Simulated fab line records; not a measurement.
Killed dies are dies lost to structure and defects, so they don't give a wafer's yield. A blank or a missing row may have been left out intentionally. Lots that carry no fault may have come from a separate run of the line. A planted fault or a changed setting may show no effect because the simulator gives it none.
Matching of chambers / flow n5Finfet / rieDiel-02 running N5_BEOL_M13_ETCH_38: 4 sister chambers
The step etches SiCN in CF4/N2, target depth 67.5 nm, time 71.9 s. 20 wafers are shown with their chamber, then 10 later ones without.

## WAFERS, EACH WITH ITS CHAMBER
wafer=L074.2; chamber=2; drypumpMotorCurrentA (A)=5.5; throttleValvePct (%)=15.31; showerheadPlenumPTorr (Torr)=2.26
wafer=L074.4; chamber=1; drypumpMotorCurrentA (A)=6.5; throttleValvePct (%)=15.63; showerheadPlenumPTorr (Torr)=2.13
wafer=L074.6; chamber=2; drypumpMotorCurrentA (A)=5.6; throttleValvePct (%)=15.33; showerheadPlenumPTorr (Torr)=2.26
wafer=L082.3; chamber=0; drypumpMotorCurrentA (A)=5.0; throttleValvePct (%)=14.83; showerheadPlenumPTorr (Torr)=2.26
wafer=L082.5; chamber=3; drypumpMotorCurrentA (A)=6.0; throttleValvePct (%)=15.65; showerheadPlenumPTorr (Torr)=2.10
wafer=L082.6; chamber=0; drypumpMotorCurrentA (A)=5.0; throttleValvePct (%)=14.82; showerheadPlenumPTorr (Torr)=2.26
wafer=L083.1; chamber=2; drypumpMotorCurrentA (A)=5.6; throttleValvePct (%)=15.37; showerheadPlenumPTorr (Torr)=2.25
wafer=L083.3; chamber=3; drypumpMotorCurrentA (A)=6.0; throttleValvePct (%)=15.64; showerheadPlenumPTorr (Torr)=2.10
wafer=L083.5; chamber=1; drypumpMotorCurrentA (A)=6.4; throttleValvePct (%)=15.67; showerheadPlenumPTorr (Torr)=2.12
wafer=L084.3; chamber=2; drypumpMotorCurrentA (A)=5.6; throttleValvePct (%)=15.39; showerheadPlenumPTorr (Torr)=2.25
wafer=L084.5; chamber=1; drypumpMotorCurrentA (A)=6.4; throttleValvePct (%)=15.67; showerheadPlenumPTorr (Torr)=2.12
wafer=L084.6; chamber=2; drypumpMotorCurrentA (A)=5.6; throttleValvePct (%)=15.38; showerheadPlenumPTorr (Torr)=2.25
wafer=L088.1; chamber=3; drypumpMotorCurrentA (A)=6.0; throttleValvePct (%)=15.66; showerheadPlenumPTorr (Torr)=2.09
wafer=L088.3; chamber=2; drypumpMotorCurrentA (A)=5.6; throttleValvePct (%)=15.37; showerheadPlenumPTorr (Torr)=2.25
wafer=L088.6; chamber=3; drypumpMotorCurrentA (A)=6.0; throttleValvePct (%)=15.67; showerheadPlenumPTorr (Torr)=2.09
wafer=L086.2; chamber=2; drypumpMotorCurrentA (A)=5.5; throttleValvePct (%)=15.39; showerheadPlenumPTorr (Torr)=2.25
wafer=L086.3; chamber=1; drypumpMotorCurrentA (A)=6.4; throttleValvePct (%)=15.69; showerheadPlenumPTorr (Torr)=2.11
wafer=L086.5; chamber=3; drypumpMotorCurrentA (A)=6.0; throttleValvePct (%)=15.67; showerheadPlenumPTorr (Torr)=2.09
wafer=L089.2; chamber=0; drypumpMotorCurrentA (A)=5.0; throttleValvePct (%)=14.85; showerheadPlenumPTorr (Torr)=2.25
wafer=L089.3; chamber=1; drypumpMotorCurrentA (A)=6.4; throttleValvePct (%)=15.71; showerheadPlenumPTorr (Torr)=2.11

SIGNATURES, as means of the wafers listed above
reading=drypumpMotorCurrentA; chamber 0=5.000; chamber 1=6.420; chamber 2=5.571; chamber 3=6.000; scatter within a chamber=0.0373
reading=throttleValvePct; chamber 0=14.8333; chamber 1=15.6740; chamber 2=15.3629; chamber 3=15.6580; scatter within a chamber=0.0255
reading=showerheadPlenumPTorr; chamber 0=2.2567; chamber 1=2.1180; chamber 2=2.2529; chamber 3=2.0940; scatter within a chamber=0.00617
Rule: for a wafer and a chamber, the distance is found by dividing, reading by reading, the gap between the wafer's reading and the chamber's mean by the reading's scatter, squaring, summing and taking the root. The wafer belongs to the nearest chamber; if the next one is less than 2 further off, it can't be placed. The scatter: the root of (the sum of the squares of (reading less its chamber's mean) over the shown wafers, divided by (wafers less chambers)).

## WAFERS MISSING THEIR CHAMBER
wafer=L089.5; drypumpMotorCurrentA (A)=5.0; throttleValvePct (%)=14.85; showerheadPlenumPTorr (Torr)=2.25
wafer=L092.3; drypumpMotorCurrentA (A)=6.4; throttleValvePct (%)=15.71; showerheadPlenumPTorr (Torr)=2.11
wafer=L092.4; drypumpMotorCurrentA (A)=5.6; throttleValvePct (%)=15.38; showerheadPlenumPTorr (Torr)=2.24
wafer=L092.5; drypumpMotorCurrentA (A)=5.0; throttleValvePct (%)=14.85; showerheadPlenumPTorr (Torr)=2.25
wafer=L090.4; drypumpMotorCurrentA (A)=5.0; throttleValvePct (%)=14.84; showerheadPlenumPTorr (Torr)=2.25
wafer=L090.5; drypumpMotorCurrentA (A)=6.4; throttleValvePct (%)=15.72; showerheadPlenumPTorr (Torr)=2.11
wafer=L090.6; drypumpMotorCurrentA (A)=5.6; throttleValvePct (%)=15.40; showerheadPlenumPTorr (Torr)=2.24
wafer=L093.1; drypumpMotorCurrentA (A)=6.4; throttleValvePct (%)=15.72; showerheadPlenumPTorr (Torr)=2.11
wafer=L093.2; drypumpMotorCurrentA (A)=5.0; throttleValvePct (%)=14.88; showerheadPlenumPTorr (Torr)=2.25
wafer=L093.6; drypumpMotorCurrentA (A)=6.4; throttleValvePct (%)=15.73; showerheadPlenumPTorr (Torr)=2.11

## WHICH CHAMBER EACH ONE RAN IN
wafer=L089.5; from the rows above=0; in truth=0
wafer=L092.3; from the rows above=1; in truth=1
wafer=L092.4; from the rows above=2; in truth=2
wafer=L092.5; from the rows above=0; in truth=0
wafer=L090.4; from the rows above=0; in truth=0
wafer=L090.5; from the rows above=1; in truth=1
wafer=L090.6; from the rows above=2; in truth=2
wafer=L093.1; from the rows above=1; in truth=1
wafer=L093.2; from the rows above=0; in truth=0
wafer=L093.6; from the rows above=1; in truth=1
Correct placement for 10 of the 10. From these rows, 0 cannot be placed. 0 placed wrongly.
